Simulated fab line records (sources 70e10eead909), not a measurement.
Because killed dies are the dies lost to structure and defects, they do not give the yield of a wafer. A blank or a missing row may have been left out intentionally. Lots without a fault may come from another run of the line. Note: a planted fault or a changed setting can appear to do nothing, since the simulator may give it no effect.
Struck lot and sound lot, side by side | flow nand harc | 15 out of 1159 route steps
Sound: the wafers L514.2, L514.3, L514.4. Struck: wafers L532.1, L532.2, L532.6. At the end, the cause is stated.
At each step with rows: each side's tool, then ch and its chambers, then its first start. Under that, the readings that differ: sound wafers | struck wafers | difference of the means | sigmas: that difference in standard deviations of wafers without a fault.
alike: a reading whose means differ by less than 2 such deviations, as well as words and numbers matching on both sides. not compared: withheld readings; readings where some wafer has no value; bounds like >300 that might hide an equal value; numbers whose values overlap and for which the record gives no deviation.
Wherever a step has rows on one side only, a row that says differs or no value, or a row with sigmas, the two part there. Numbers that have no deviation but don't overlap get no sigmas and don't part them. A reading missing from all wafers of one side parts the sides only when that side holds two or more wafers.

first, 1 step without rows for these wafers: NHARC_A_ONON_D1_DEP_06 (target thk 1000 nm).
NHARC_A_ONON_D1_THK_MEAS_08: measures by ellipsometry.
  sound: film metro-02 at day 8 03:26; struck: film metro-01 at day 12 20:57
  alike: thk nm
then NHARC_A_ONON_D1_DEP_09 (target thk 1000 nm), 1 step lacking rows for these wafers.
NHARC_A_ONON_D1_THK_MEAS_11: measures by ellipsometry.
  sound: film metro-01 at day 8 04:00; struck: film metro-02 at day 12 21:31
  reading     | sound       | struck         | difference | sigmas
  thk nm (nm) | 987 987 986 | 1016 1016 1015 | +29        | +3
then NHARC_A_ONON_D1_DEP_12 (target thk 1000 nm), 1 step lacking rows for these wafers.
NHARC_A_ONON_D1_THK_MEAS_14: measures by ellipsometry.
  sound: film metro-01 at day 8 04:34; struck: film metro-01 at day 12 22:05
  alike: thk nm
then, 2 steps without rows for these wafers: NHARC_A_ONON_D1_ANNEAL_15 (time 3600 s); NHARC_A_ONON_D1_DEP_16 (target thk 1000 nm).
NHARC_A_ONON_D1_THK_MEAS_18: measures by ellipsometry.
  sound: film metro-01 at day 8 11:37; struck: film metro-02 at day 13 05:53
  alike: thk nm
then NHARC_A_ONON_D1_DEP_19 (target thk 1000 nm), 1 step lacking rows for these wafers.
NHARC_A_ONON_D1_THK_MEAS_21: measures by ellipsometry.
  sound: film metro-01 at day 8 12:11; struck: film metro-01 at day 13 06:28
  alike: thk nm
NHARC_A_ONON_D1_DEP_22: target thk 1000 nm.
  sound on pecvd onon-04 ch 0, day 8 12:20; struck on pecvd onon-04 ch 0, day 13 06:32
  reading             | sound          | struck         | difference | sigmas
  n2 flow sccm (sccm) | 2736 2738 2736 | 2746 2765 2763 | +21        | +3
NHARC_A_ONON_D1_THK_MEAS_24: measures by ellipsometry.
  sound: film metro-01 at day 8 12:48; struck: film metro-01 at day 13 07:02
  reading     | sound       | struck         | difference | sigmas
  thk nm (nm) | 991 991 993 | 1773 1774 1773 | +782       | +89
then NHARC_A_ONON_D1_DEP_25 (target thk 1000 nm), 1 step lacking rows for these wafers.
-- the record jumps here: 11 days lie between the struck wafers' starts before and after (it left off in module A_ONON_D1 and takes up again in module END, whose first step shown is number 1159 of the route) --
NHARC_END_SORT_01:
  only the struck wafers appear in the record here, on prober-01 ch 0 at day 24 18:35; the sound ones have no rows

== WHERE THEY PART ==
Earliest at NHARC_A_ONON_D1_THK_MEAS_11; latest, in this record, at NHARC_END_SORT_01.

WHY: whatever the simulator had introduced
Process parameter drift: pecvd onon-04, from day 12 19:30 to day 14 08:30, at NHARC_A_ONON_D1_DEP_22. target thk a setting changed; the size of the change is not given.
